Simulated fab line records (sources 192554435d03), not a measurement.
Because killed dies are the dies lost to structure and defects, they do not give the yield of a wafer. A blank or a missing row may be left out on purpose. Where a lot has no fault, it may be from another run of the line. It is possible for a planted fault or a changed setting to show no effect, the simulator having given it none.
Chamber matching	flow n5-finfet	N5_HKMG_FIN_CVD_62 on thermal-cvd-si-01: 3 sister chambers
The step deposits a-Si from Si2H6, target thk 3 nm, time 20.8 s. 3 wafers are shown with their chamber, then 8 later ones without.

## WAFERS WITH THEIR CHAMBER
wafer	chamber	heater-power-w (W)
L379.4	0	1232
L383.5	2	1214
L387.1	1	1276

## WAFERS WHOSE CHAMBER IS MISSING
wafer	heater-power-w (W)
L387.2	1234
L387.6	1227
L391.2	1213
L391.5	1225
L391.6	1312
L393.2	1233
L393.3	1276
L393.6	1232

## THE CHAMBER EACH PASSED THROUGH
wafer	from the rows above	in truth
L387.2	can't be placed: 0 or 2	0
L387.6	can't be placed: 0 or 2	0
L391.2	can't be placed: 2 or 0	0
L391.5	can't be placed: 0 or 2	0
L391.6	1	1
L393.2	can't be placed: 0 or 2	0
L393.3	1	1
L393.6	can't be placed: 0 or 2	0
Placed correctly: 2 of 8. Cannot be placed on the basis of these rows: 6; the candidates contain the true chamber in 6. Number placed wrongly: 0.
How it was worked out, from the rows above alone: a wafer's distance from a chamber is the root of the sum, over the readings, of the square of ((its reading less the chamber's mean) divided by the reading's scatter). The wafer belongs to the nearest chamber; if the next one is less than 2 further off, it can't be placed. Each chamber's mean is taken over the wafers shown for it. The scatter (one wafer shown for each chamber): square how far every hidden wafer sits from the nearest shown wafer, average those squares and take the square root.
